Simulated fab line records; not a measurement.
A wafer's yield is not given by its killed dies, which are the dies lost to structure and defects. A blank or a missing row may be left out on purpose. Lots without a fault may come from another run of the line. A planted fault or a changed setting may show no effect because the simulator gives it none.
A lot that was struck, set against a sound lot    flow n5 finfet    28 out of 1938 route steps
Sound: the wafers L492.1, L492.3, L492.4. Wafers struck: L504.1, L504.2, L504.4. Last of all comes the cause.
Per side, at each step with rows, come the tool, then ch with its chambers, and then its first start. Under that, the readings that differ: sound wafers    struck wafers    difference of the means    sigmas: that difference in standard deviations of wafers without a fault.
alike: same words and numbers on both sides, and readings whose means sit less than 2 such deviations apart. not compared: any withheld reading, any reading some wafer has no value for, any bound like >300 that may hide the same value, and any number with overlapping values for which the record gives no deviation.
A row with sigmas, a row that says differs or no value, or rows on one side alone: a step with any of these is where the two part. Numbers that don't overlap but have no deviation are shown without sigmas and don't part them. A reading that every wafer of one side lacks parts them only if that side has two wafers or more.

first, 8 steps without rows for these wafers: N5_BEOL_M0_CMP_120 (polishes, stops on SiOC, t overpolish 6.9 s); N5_BEOL_M0_PRE_CLEAN_131 (time 15 s); N5_BEOL_M0_CO_CAP_123 (material Co, precursor CCTBA/H2, target thk 2 nm, time 102.1 s); N5_BEOL_M0_PRE_CLEAN_124 (time 15 s); N5_BEOL_M0_DEP_125 (deposits SiCN from 3MS/NH3, target thk 8 nm, time 14 s); N5_BEOL_M1_ILD_DEP_00 (deposits SiOC from DEMS/O2, target thk 79 nm, time 15.3 s); N5_BEOL_M1_PECVD_72 (deposits SiO2 from TEOS/O2, target thk 16 nm, time 18 s); N5_BEOL_M1_HM_DEP_02 (deposits TiN, target thk 20 nm).
N5_BEOL_M1_COAT_61: time 60 s, resist thk 60 nm.
  sound on litho track-03 ch 0, day 6 20:34; struck on litho track-03 ch 0, day 9 11:09
reading                                   sound                 struck             difference  sigmas
spin speed rpm (rpm)                      1500.5 1499.6 1501.6  763.1 763.8 760.9  -738.0      -99 or more
model.SOC_of_BEOL_M1_COAT_61.thk nm (nm)  59.8 59.8 59.8        83.8 83.8 83.8     +24.0       
  alike: resist line temp C
then, 11 steps without rows for these wafers: N5_BEOL_M1_COAT_62 (time 60 s, resist thk 12 nm); N5_BEOL_M1_COAT_73 (time 60 s, resist thk 5 nm); N5_BEOL_M1_COAT_05 (resist thk 30 nm); N5_BEOL_M1_EBR_07; N5_BEOL_M1_SOFTBAKE_06 (time 60 s); N5_BEOL_M1_EXPOSE_08 (exposes mask M1); N5_BEOL_M1_PEB_09 (peb time 60 s); N5_BEOL_M1_DEVELOP_10 (develop time 30 s); N5_BEOL_M1_DESCUM_16 (chemistry O2, time 7 s); N5_BEOL_M1_ETCH_74 (etches underlayer in N2/H2, target depth 6.5 nm, time 5.2 s); N5_BEOL_M1_ETCH_63 (etches SiARC in CF4, target depth 15.6 nm, time 26 s).
N5_BEOL_M1_ETCH_64: etches SOC in N2/H2, target depth 75 nm, overetch 15 nm, time 112.5 s.
  sound on rie diel-04 ch 0,2,3, day 6 21:10; struck on rie diel-03 ch 1,2,3, day 9 11:38
reading                   sound              struck             difference  sigmas
oes product au (a.u.)     0.58 0.60 0.60     0.70 0.74 0.67     +0.11       +2
model.etch.depth nm (nm)  59.88 59.84 59.82  83.79 83.76 83.81  +23.94      
  alike: drypump motor current A, rf vpp V, showerhead plenum p Torr, throttle valve pct
  not compared: rf hours counter h
then, 3 steps without rows for these wafers: N5_BEOL_M1_STRIP_65 (strips in N2/H2); N5_BEOL_M1_STRIP_75 (strips in N2/H2); N5_BEOL_M1_STRIP_66 (strips in CF4).
N5_BEOL_M1_HM_OPEN_17: chemistry Cl2/BCl3, target TiN, target depth 20 nm, overetch 6 nm.
  sound on rie metal-01 ch 0,1, day 6 21:20; struck on rie metal-01 ch 0,1, day 9 11:48
reading                                   sound           struck    difference  sigmas
model.SOC_of_BEOL_M1_COAT_61.thk nm (nm)  52.2 52.2 52.2  76 76 76  +24         
  alike: drypump motor current A, mfc ar sccm, oes product au, throttle valve pct
  not compared: rf hours counter h
then, 1 step without rows for these wafers: N5_BEOL_M1_STRIP_19 (strips in O2).
-- here the record skips 2 days between the struck wafers' starts before and after, leaving off in module BEOL_M1 and picking up in module BEOL_M4 (first step shown: number 1111 of the route) --
N5_BEOL_M4_RC_MEAS_101:
  sound on prober-02 ch 0, day 8 14:50; struck on prober-01 ch 0, day 11 17:09
  alike: DIBL_N, DIBL_P, IOFF_N, IOFF_P, ION_N, ION_P, SS_N, SS_P, VT_N, VT_P
-- record jumps: 5 days separate the struck wafers' starts on either side; left off in module BEOL_M4, taken up again in module PASSIVATION, whose first shown step is the route's number 1936 --
N5_PASSIVATION_PROBE_49:
  only the struck wafers here have rows in the record (prober-02, day 16 12:29); the sound ones have none

WHERE THEY PART
Last at N5_PASSIVATION_PROBE_49 as far as this record goes, first at N5_BEOL_M1_COAT_61.

WHY: whatever the simulator had introduced
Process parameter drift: litho track-03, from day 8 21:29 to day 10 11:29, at N5_BEOL_M1_COAT_61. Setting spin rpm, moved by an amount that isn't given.
